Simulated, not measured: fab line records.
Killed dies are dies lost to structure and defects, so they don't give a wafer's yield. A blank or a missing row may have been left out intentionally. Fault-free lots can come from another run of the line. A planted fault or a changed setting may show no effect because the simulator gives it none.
A lot that was struck, set against a sound lot / flow n5 finfet / 18 steps out of a route of 1938
Sound: wafers L367.2, L367.3, L367.5. Struck: wafer L378.6; the same lot's L378.4 was not struck, so it is left out; see the end for the cause.
Each step with rows lists, per side, the tool, then ch with its chambers, then its first start. Under that, the readings that differ: sound wafers / struck wafers / difference of the means / sigmas: that difference in standard deviations of wafers without a fault.
alike: readings with means less than 2 such deviations apart, plus words and numbers identical on both sides. not compared: withheld readings, readings lacking a value on some wafer, bounds such as >300 that could conceal the same value, and numbers that have no deviation in the record and whose values overlap.
The two part at a step that has a row with sigmas, a row that says differs or no value, or rows on one side only. Numbers that have no deviation but don't overlap get no sigmas and don't part them. A reading that every wafer of one side lacks parts them only if that side has two wafers or more.

first, 7 steps without rows for these wafers: N5_BEOL_M0_SAQP_COAT_82 (time 60 s, resist thk 30 nm); N5_BEOL_M0_SAQP_COAT_08 (resist thk 90 nm); N5_BEOL_M0_SAQP_EBR_10; N5_BEOL_M0_SAQP_SOFTBAKE_09 (time 60 s); N5_BEOL_M0_SAQP_EXPOSE_11 (exposes mask M0 CORE, target cd 42 nm); N5_BEOL_M0_SAQP_PEB_12 (peb time 60 s); N5_BEOL_M0_SAQP_DEVELOP_13 (develop time 30 s).
N5_BEOL_M0_SAQP_CD_MEAS_14 targets a cd of 42.5 nm.
  sound on cd sem-03 ch 0, day 6 11:22; struck on cd sem-01 ch 0, day 9 08:39
  alike: cd nm
N5_BEOL_M0_SAQP_OVL_MEAS_15:
  sound on overlay-01 ch 0, day 6 11:23; struck on overlay-02 ch 0, day 9 08:40
  alike: M0_CORE_OVL
N5_BEOL_M0_SAQP_INSPECT_16: inspects for defects (brightfield).
  sound on defect inspect-01 at day 6 11:25; struck on defect inspect-02 at day 9 08:42
  alike: raw defect count
N5_BEOL_M0_SAQP_DESCUM_19: chemistry O2, time 7.9 s.
  sound on rie diel-03 ch 0,3, day 6 11:39; struck on rie diel-03 ch 1, day 9 08:51
  alike: drypump motor current A, oes product au, rf vpp V, showerhead plenum p Torr, throttle valve pct
  not compared: rf hours counter h
N5_BEOL_M0_SAQP_ETCH_83: etches SiARC in CF4, target depth 39 nm, time 65 s.
  sound on rie diel-03 ch 0,3, day 6 11:41; struck on rie diel-03 ch 1, day 9 08:53
  alike: drypump motor current A, etch rf on time s, oes product au, rf vpp V, showerhead plenum p Torr, throttle valve pct
  not compared: rf hours counter h
N5_BEOL_M0_SAQP_ETCH_84: etches SOC in N2/H2, target depth 100 nm, overetch 20 nm, time 150 s.
  sound on rie diel-03 ch 0,3, day 6 11:44; struck on rie diel-03 ch 1, day 9 08:56
reading=run length s (s); sound=173.7 173.3 173.1; struck=209.3; difference=+35.9; sigmas=+86
reading=model.SiARC_of_BEOL_M0_SAQP_COAT_82.thk nm (nm); sound=24.6 24.4 24.6; struck=23.4; difference=-1.1; sigmas=
  alike: drypump motor current A, h2 flow sccm, oes product au, rf vpp V, showerhead plenum p Torr, throttle valve pct
  not compared: rf hours counter h
then, 1 step without rows for these wafers: N5_BEOL_M0_SAQP_STRIP_80 (strips in N2/H2).
N5_BEOL_M0_SAQP_HM_OPEN_112: chemistry CHF3/O2, target SiO2, stops on a-Si, target depth 12 nm, time 13.5 s.
  sound on rie diel-03 ch 0,3, day 6 11:50; struck on rie diel-03 ch 1, day 9 09:03
reading=model.etch.depth nm (nm); sound=11.58 11.75 11.65; struck=10.35; difference=-1.31; sigmas=
reading=model.SiARC_of_BEOL_M0_SAQP_COAT_82.thk nm (nm); sound=6.2 5.4 6.2; struck=5.2; difference=-0.7; sigmas=
  alike: drypump motor current A, oes product au, rf vpp V, showerhead plenum p Torr, throttle valve pct
  not compared: rf hours counter h
then, 1 step without rows for these wafers: N5_BEOL_M0_SAQP_STRIP_113 (strips in CHF3/O2).
-- record jumps: 3 days separate the struck wafers' starts on either side; left off in module BEOL_M0_SAQP, taken up again in module BEOL_M4, whose first shown step is the route's number 1111 --
N5_BEOL_M4_RC_MEAS_101:
  sound on prober-02 ch 0, day 9 15:13; struck on prober-02 ch 0, day 12 14:36
  alike: DIBL_N, DIBL_P, IOFF_N, IOFF_P, ION_N, ION_P, SS_N, SS_P, VT_N, VT_P
next, for these wafers, 1 step has no rows: N5_PASSIVATION_PROBE_49.

== WHERE THEY PART ==
At N5_BEOL_M0_SAQP_ETCH_84 and nowhere else, as far as this record goes. Later steps at which nothing parts them and some readings are alike: N5_BEOL_M0_SAQP_HM_OPEN_112, N5_BEOL_M4_RC_MEAS_101.

WHY: whatever the simulator had introduced
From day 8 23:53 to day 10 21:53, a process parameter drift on rie diel-03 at N5_BEOL_M0_SAQP_ETCH_84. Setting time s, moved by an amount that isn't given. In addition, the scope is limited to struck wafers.
